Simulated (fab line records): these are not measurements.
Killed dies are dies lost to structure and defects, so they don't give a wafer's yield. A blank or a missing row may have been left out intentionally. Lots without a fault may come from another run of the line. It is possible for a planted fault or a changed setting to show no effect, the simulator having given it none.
A struck lot beside a sound one / flow n5Finfet / 16 out of 1938 route steps
Sound: the wafers L213.3, L213.4, L213.5. Struck: wafer L204.2. (L204.4, L204.5 of the same lot were not struck and are left out.) The cause comes at the end.
At each step with rows: each side's tool, then ch and its chambers, then its first start. Under that, the readings that differ: sound wafers / struck wafers / difference of the means / sigmas: that difference in standard deviations of wafers without a fault.
alike: readings with means less than 2 such deviations apart, plus words and numbers identical on both sides. not compared: withheld readings, readings lacking a value on some wafer, bounds such as >300 that could conceal the same value, and numbers that have no deviation in the record and whose values overlap.
Wherever a step has rows on one side only, a row that says differs or no value, or a row with sigmas, the two part there. When numbers do not overlap yet have no deviation, they are printed without sigmas and do not part them. A reading missing from all wafers of one side parts the sides only when that side holds two or more wafers.

N5_MOL_CONTACT_COAG_INSPECT_42: inspects for defects (brightfield).
  struck on defectInspect-02, day 6 23:41; sound on defectInspect-01, day 9 08:19
  alike: rawDefectCount
then, 2 steps without rows for these wafers: N5_MOL_CONTACT_COAG_DESCUM_45 (chemistry O2, time 7 s); N5_MOL_CONTACT_COAG_ETCH_65 (etches underlayer in N2/H2, target depth 13 nm, time 10.4 s).
N5_MOL_CONTACT_COAG_ETCH_66: etches SiARC in CF4, target depth 13 nm, time 21.7 s.
  sound on rieDiel-02 ch 0,1, day 9 08:34; struck on rieDiel-02 ch 1, day 6 23:46
reading=chamberPressureMTorr (mTorr); sound=40.03 39.98 39.98; struck=40.09; difference=+0.09; sigmas=+2
reading=showerheadPlenumPTorr (Torr); sound=1.97 1.97 2.22; struck=2.23; difference=+0.18; sigmas=+2
  alike: biasW, cf4FlowSccm, drypumpMotorCurrentA, etchRfOnTimeS, oesProductAu, rfVppV, throttleValvePct
  not compared: rfHoursCounterH
N5_MOL_CONTACT_COAG_ALD_133: deposits SiO2, target thk 5 nm, pulse time 1 s, co reactant pulse time 1 s.
  sound on aldSin-02 ch 0,1,3, day 9 08:38; struck on aldSin-02 ch 1, day 6 23:51
reading=susceptorTempC (C); sound=99.84 99.86 99.83; struck=100.12; difference=+0.28; sigmas=+2
  alike: heaterPowerW, precursorPulseHeightRel
  not compared: sinceWetCleanH
then, 1 step without rows for these wafers: N5_MOL_CONTACT_COAG_ETCHBACK_134 (etches SiO2 in CHF3, target depth 10 nm, time 6.7 s).
N5_MOL_CONTACT_COAG_ETCH_67: etches SOC in N2/H2, target depth 60 nm, overetch 21 nm, time 101.2 s.
  sound on rieDiel-05 ch 0,1,3, day 9 09:05; struck on rieDiel-02 ch 3, day 7 00:04
reading=biasW (W); sound=149.8 150.7 149.9; struck=149.2; difference=-0.9; sigmas=-2
reading=oesProductAu (a.u.); sound=0.59 0.59 0.58; struck=0.72; difference=+0.13; sigmas=+2
  alike: chamberPressureMTorr, drypumpMotorCurrentA, rfVppV, showerheadPlenumPTorr, throttleValvePct
  not compared: rfHoursCounterH
then, 2 steps without rows for these wafers: N5_MOL_CONTACT_COAG_STRIP_68 (strips in N2/H2); N5_MOL_CONTACT_COAG_STRIP_69 (strips in N2/H2).
N5_MOL_CONTACT_COAG_ETCHBACK_136: etches SiO2 in CHF3, target depth 25 nm, time 16.7 s.
  sound on rieDiel-05 ch 0,1,3, day 9 09:11; struck on rieDiel-02 ch 3, day 7 00:10
reading=oesProductAu (a.u.); sound=0.71 0.70 0.70; struck=0.88; difference=+0.18; sigmas=+2
  alike: chamberPressureMTorr, drypumpMotorCurrentA, rfVppV, showerheadPlenumPTorr, throttleValvePct
  not compared: rfHoursCounterH
then, 1 step without rows for these wafers: N5_MOL_CONTACT_COAG_STRIP_120 (strips in CHF3).
N5_MOL_CONTACT_COAG_VIA_ETCH_117: etches SiO2 in C4F6/O2, target depth 40 nm, overetch 8 nm, time 26 s.
  sound on rieDiel-05 ch 0,1,3, day 9 09:13; struck on rieDiel-02 ch 3, day 7 00:11
reading=oesProductAu (a.u.); sound=0.62 0.62 0.62; struck=0.77; difference=+0.15; sigmas=+2
  alike: O2_flow_sccm, biasW, chamberPressureMTorr, drypumpMotorCurrentA, rfVppV, showerheadPlenumPTorr, throttleValvePct
  not compared: rfHoursCounterH
N5_MOL_CONTACT_COAG_ETCH_124: etches SiNx in CH3F/O2, stops on SiOC, target depth 6.5 nm.
  sound on rieDiel-05 ch 0,1,3, day 9 09:14; struck on rieDiel-02 ch 3, day 7 00:13
reading=biasW (W); sound=73.27 72.89 73.05; struck=76.60; difference=+3.53; sigmas=+16
reading=chamberPressureMTorr (mTorr); sound=29.97 30.03 29.82; struck=30.04; difference=+0.10; sigmas=+3
reading=oesProductAu (a.u.); sound=0.59 0.60 0.61; struck=0.74; difference=+0.14; sigmas=+2
  alike: O2_flow_sccm, drypumpMotorCurrentA, rfVppV, showerheadPlenumPTorr, throttleValvePct
  not compared: rfHoursCounterH
then, 1 step without rows for these wafers: N5_MOL_CONTACT_COAG_ETCH_48 (etches SiOC in C4F6/O2, target depth 15 nm, overetch 4.5 nm, time 17 s).
-- record jumps: 3 days separate the struck wafers' starts on either side; left off in module MOL_CONTACT_COAG, taken up again in module BEOL_M4, whose first shown step is the route's number 1111 --
N5_BEOL_M4_RC_MEAS_101:
  sound on prober-01 ch 0, day 12 02:52; struck on prober-01 ch 0, day 9 22:20
reading=ION_P (uA/um); sound=462 463 452; struck=478; difference=+19; sigmas=+2
  alike: DIBL_N, DIBL_P, IOFF_N, IOFF_P, ION_N, SS_N, SS_P, VT_N, VT_P
-- here the record skips 5 days between the struck wafers' starts before and after, leaving off in module BEOL_M4 and picking up in module PASSIVATION (first step shown: number 1936 of the route) --
N5_PASSIVATION_PROBE_49:
  struck on prober-02, day 14 16:32; sound on prober-02, day 16 22:41
  alike: defectLimitedYield, killed_at_M0_to_M3, killed_at_M4_up, killedAtContacts, killedAtFrontEnd, killedAtOther, killedDies, killedOnRim, killedOpen, killedShort, sort_bin_5_function, sort_bin_6_memory, sortNPass, sortYieldPct

== WHERE THEY PART ==
Earliest at N5_MOL_CONTACT_COAG_ETCH_66; latest, in this record, at N5_BEOL_M4_RC_MEAS_101. Later steps at which nothing parts them and some readings are alike: N5_PASSIVATION_PROBE_49.

WHY: the cause the simulator had injected
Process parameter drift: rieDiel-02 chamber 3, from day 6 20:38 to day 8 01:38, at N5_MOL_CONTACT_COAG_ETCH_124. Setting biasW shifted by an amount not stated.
